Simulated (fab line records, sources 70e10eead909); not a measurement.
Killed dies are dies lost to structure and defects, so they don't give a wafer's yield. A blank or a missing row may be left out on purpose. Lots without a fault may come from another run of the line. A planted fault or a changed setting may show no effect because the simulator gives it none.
Chamber matching | flow nand_harc | NHARC_A_STAIRCASE_DESCUM_11 on rie_diel-12: 4 sister chambers
The step chemistry O2, time 3 s. 8 wafers are shown with their chamber, then 9 later ones without.

WAFERS WITH THEIR CHAMBER
wafer  | chamber | drypump_motor_current_A (A) | showerhead_plenum_p_Torr (Torr)
L076.6 | 3       | 5.6                         | 1.96
L077.6 | 2       | 5.3                         | 1.87
L080.3 | 3       | 5.7                         | 1.95
L080.5 | 1       | 5.8                         | 2.03
L080.6 | 2       | 5.3                         | 1.87
L085.1 | 0       | 6.3                         | 2.06
L085.4 | 1       | 5.8                         | 2.02
L085.6 | 0       | 6.3                         | 2.06

WAFERS WITHOUT THEIR CHAMBER
wafer  | drypump_motor_current_A (A) | showerhead_plenum_p_Torr (Torr)
L087.1 | 5.3                         | 1.87
L087.4 | 6.3                         | 2.06
L087.5 | 5.8                         | 2.02
L088.1 | 5.3                         | 1.86
L088.4 | 6.3                         | 2.06
L088.6 | 6.3                         | 2.06
L097.1 | 5.3                         | 1.86
L097.2 | 5.8                         | 2.01
L097.4 | 6.3                         | 2.05

WHICH CHAMBER EACH WENT THROUGH
wafer  | from the rows above | in truth
L087.1 | 2                   | 2
L087.4 | 0                   | 0
L087.5 | 1                   | 1
L088.1 | 2                   | 2
L088.4 | 0                   | 0
L088.6 | 0                   | 0
L097.1 | 2                   | 2
L097.2 | 1                   | 1
L097.4 | 0                   | 0
Placed correctly: 9 of 9. Can't be placed from these rows: 0. Placed wrongly: 0.
How it was worked out, from the rows above alone: a wafer's distance from a chamber is the root of the sum, over the readings, of the square of ((its reading less the chamber's mean) divided by the reading's scatter). The wafer belongs to the nearest chamber; if the next one is less than 2 further off, it can't be placed. A chamber's mean is the mean of its shown wafers. The scatter: the root of (the sum of the squares of (reading less its chamber's mean) over the shown wafers, divided by (wafers less chambers)).
